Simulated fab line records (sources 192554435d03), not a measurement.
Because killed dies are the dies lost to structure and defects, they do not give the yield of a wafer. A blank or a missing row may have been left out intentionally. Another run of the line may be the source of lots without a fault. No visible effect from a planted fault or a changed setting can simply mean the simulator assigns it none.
A struck lot beside a sound one    flow n5_finfet    15 out of 1938 route steps
Sound: these wafers, L493.3, L493.5, L493.6. Struck: wafer L503.1 (left out: L503.3, a lot-mate that was not struck); the cause follows at the end.
For every step that has rows: the tool of each side, followed by ch and its chambers, followed by its first start. Under that, the readings that differ: sound wafers    struck wafers    difference of the means    sigmas: that difference in standard deviations of wafers without a fault.
alike: readings with means less than 2 such deviations apart, plus words and numbers identical on both sides. not compared: withheld readings, readings lacking a value on some wafer, bounds such as >300 that could conceal the same value, and numbers that have no deviation in the record and whose values overlap.
A row with sigmas, a row that says differs or no value, or rows on one side alone: a step with any of these is where the two part. Non-overlapping numbers with no deviation appear without sigmas and do not part them. A reading that every wafer of one side lacks parts them only if that side has two wafers or more.

first, 8 steps without rows for these wafers: N5_BEOL_M13_COAT_66 (time 60 s, resist thk 110 nm); N5_BEOL_M13_COAT_22 (resist thk 300 nm); N5_BEOL_M13_EBR_24; N5_BEOL_M13_SOFTBAKE_23 (time 60 s); N5_BEOL_M13_EXPOSE_25 (exposes mask M13, target cd 210 nm); N5_BEOL_M13_PEB_26 (peb time 90 s); N5_BEOL_M13_DEVELOP_27 (develop time 45 s); N5_BEOL_M13_HARDBAKE_32 (time 120 s).
N5_BEOL_M13_CD_MEAS_28: target cd 209.5 nm.
  sound on cd_sem-03 ch 0, day 12 14:03; struck on cd_sem-01 ch 0, day 14 19:41
  alike: cd_nm
N5_BEOL_M13_OVL_MEAS_29:
  sound on overlay-01 ch 0, day 12 14:04; struck on overlay-01 ch 0, day 14 19:43
  alike: M13_OVL
N5_BEOL_M13_INSPECT_30: inspects for defects (macro).
  sound on defect_inspect-01, day 12 14:06; struck on defect_inspect-01, day 14 19:44
  alike: raw_defect_count
N5_BEOL_M13_DESCUM_33: chemistry O2, time 7.9 s.
  sound on rie_diel-05 ch 1,2,3, day 12 14:08; struck on rie_diel-04 ch 2, day 14 20:00
  alike: drypump_motor_current_A, oes_product_au, rf_vpp_V, showerhead_plenum_p_Torr, temp_c, throttle_valve_pct
  not compared: rf_hours_counter_h
N5_BEOL_M13_ETCH_67: etches SiARC in CF4, target depth 143 nm, time 238.3 s.
  sound on rie_diel-05 ch 1,2,3, day 12 14:10; struck on rie_diel-04 ch 2, day 14 20:02
reading                sound        struck  difference  sigmas
etch_rf_on_time_s (s)  245 233 239  357     +118        +22
  alike: cf4_flow_sccm, drypump_motor_current_A, mfc_ar_sccm, oes_product_au, rf_vpp_V, showerhead_plenum_p_Torr, throttle_valve_pct
  not compared: bias_w, rf_hours_counter_h
N5_BEOL_M13_ETCH_68: etches SOC in N2/H2, time 355 s.
  sound on rie_diel-05 ch 1,2,3, day 12 14:19; struck on rie_diel-04 ch 2, day 14 20:11
  alike: bias_w, drypump_motor_current_A, oes_product_au, rf_vpp_V, showerhead_plenum_p_Torr, temp_c, throttle_valve_pct
  not compared: rf_hours_counter_h
N5_PASSIVATION_PROBE_49:
  the record has rows for the struck wafers here (prober-02, day 16 00:30) and none for the sound ones

## WHERE THEY PART
Last at N5_PASSIVATION_PROBE_49 as far as this record goes, first at N5_BEOL_M13_ETCH_67.

WHY: what had been put in by the simulator
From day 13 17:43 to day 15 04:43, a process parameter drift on rie_diel-04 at N5_BEOL_M13_ETCH_67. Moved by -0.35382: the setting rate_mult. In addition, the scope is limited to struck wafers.
